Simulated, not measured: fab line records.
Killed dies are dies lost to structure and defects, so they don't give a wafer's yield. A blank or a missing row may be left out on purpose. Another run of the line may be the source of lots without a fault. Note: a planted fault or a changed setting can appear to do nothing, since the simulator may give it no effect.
A lot that was struck, set against a sound lot + flow nand harc + 15 steps out of a route of 1302
Sound: these wafers, L917.2, L917.3, L917.5. Struck: wafer L926.6. (L926.4 of the same lot was not struck and is left out.) The cause comes at the end.
Order at every step that has rows: each side's tool, ch and its chambers, its first start. Under that, the readings that differ: sound wafers + struck wafers + difference of the means + sigmas: that difference in standard deviations of wafers without a fault.
alike: readings whose means differ by less than 2 such deviations, and words and numbers that are the same on both sides. not compared: withheld readings, readings that some wafer has no value for, bounds like >300 that may hide the same value, and numbers for which the record gives no deviation and whose values overlap.
The two part at a step that has a row with sigmas, a row that says differs or no value, or rows on one side only. Numbers that have no deviation but don't overlap get no sigmas and don't part them. Lack of a reading on every wafer of one side parts them only where that side has two or more wafers.

first, 1 step without rows for these wafers: NHARC_A_ONON_D1_DEP_12 (target thk 1000 nm).
NHARC_A_ONON_D1_THK_MEAS_14: measures by ellipsometry.
  struck on film metro-02, day 15 05:18; sound on film metro-01, day 11 07:33
  alike: thk nm
then, 2 steps without rows for these wafers: NHARC_A_ONON_D1_ANNEAL_15 (time 3600 s); NHARC_A_ONON_D1_DEP_16 (target thk 1000 nm).
NHARC_A_ONON_D1_THK_MEAS_18: measures by ellipsometry.
  struck on film metro-02, day 15 17:22; sound on film metro-01, day 11 15:17
| reading     | sound       | struck | difference | sigmas |
|-------------|-------------|--------|------------|--------|
| thk nm (nm) | 996 995 995 | 1010   | +15        | +2     |
then, 1 step without rows for these wafers: NHARC_A_ONON_D1_DEP_19 (target thk 1000 nm).
NHARC_A_ONON_D1_THK_MEAS_21: measures by ellipsometry.
  struck on film metro-02, day 15 17:56; sound on film metro-01, day 11 15:51
  alike: thk nm
then, 1 step without rows for these wafers: NHARC_A_ONON_D1_DEP_22 (target thk 1000 nm).
NHARC_A_ONON_D1_THK_MEAS_24: measures by ellipsometry.
  struck on film metro-01, day 15 18:30; sound on film metro-01, day 11 16:25
  alike: thk nm
then, 1 step without rows for these wafers: NHARC_A_ONON_D1_DEP_25 (target thk 1000 nm).
NHARC_A_ONON_D1_THK_MEAS_27: measures by ellipsometry.
  struck on film metro-01, day 15 19:04; sound on film metro-01, day 11 17:01
  alike: thk nm
NHARC_A_ONON_D1_DEP_28: target thk 1000 nm.
  sound on pecvd onon-01 ch 0, day 11 17:07; struck on pecvd onon-01 ch 0, day 15 19:17
| reading              | sound             | struck | difference | sigmas |
|----------------------|-------------------|--------|------------|--------|
| nh3 flow sccm (sccm) | 500.4 499.9 498.3 | 503.4  | +3.9       | +3     |
NHARC_A_ONON_D1_THK_MEAS_30: measures by ellipsometry.
  struck on film metro-01, day 15 19:38; sound on film metro-02, day 11 17:34
| reading     | sound       | struck | difference | sigmas |
|-------------|-------------|--------|------------|--------|
| thk nm (nm) | 996 995 998 | 699    | -297       | -33    |
NHARC_A_ONON_D1_DEP_33: deposits SiO2, target thk 200 nm.
  sound on pecvd-02 ch 1,2, day 11 17:38; struck on pecvd-03 ch 0, day 15 19:52
  alike: heater power w, showerhead vpp V, throttle valve pct
  not compared: since wet clean h
-- record jumps: 16 days between struck wafers' starts before vs after; left off in module A_ONON_D1, resumes in module END, first step shown is number 1302 of the route --
NHARC_END_SORT_01:
  at this point the record logs the struck wafers (prober-02 ch 0, day 31 21:10) and has no rows for the sound ones

WHERE THEY PART
Last at NHARC_END_SORT_01 as far as this record goes, first at NHARC_A_ONON_D1_THK_MEAS_18.

WHY: what had been put in by the simulator
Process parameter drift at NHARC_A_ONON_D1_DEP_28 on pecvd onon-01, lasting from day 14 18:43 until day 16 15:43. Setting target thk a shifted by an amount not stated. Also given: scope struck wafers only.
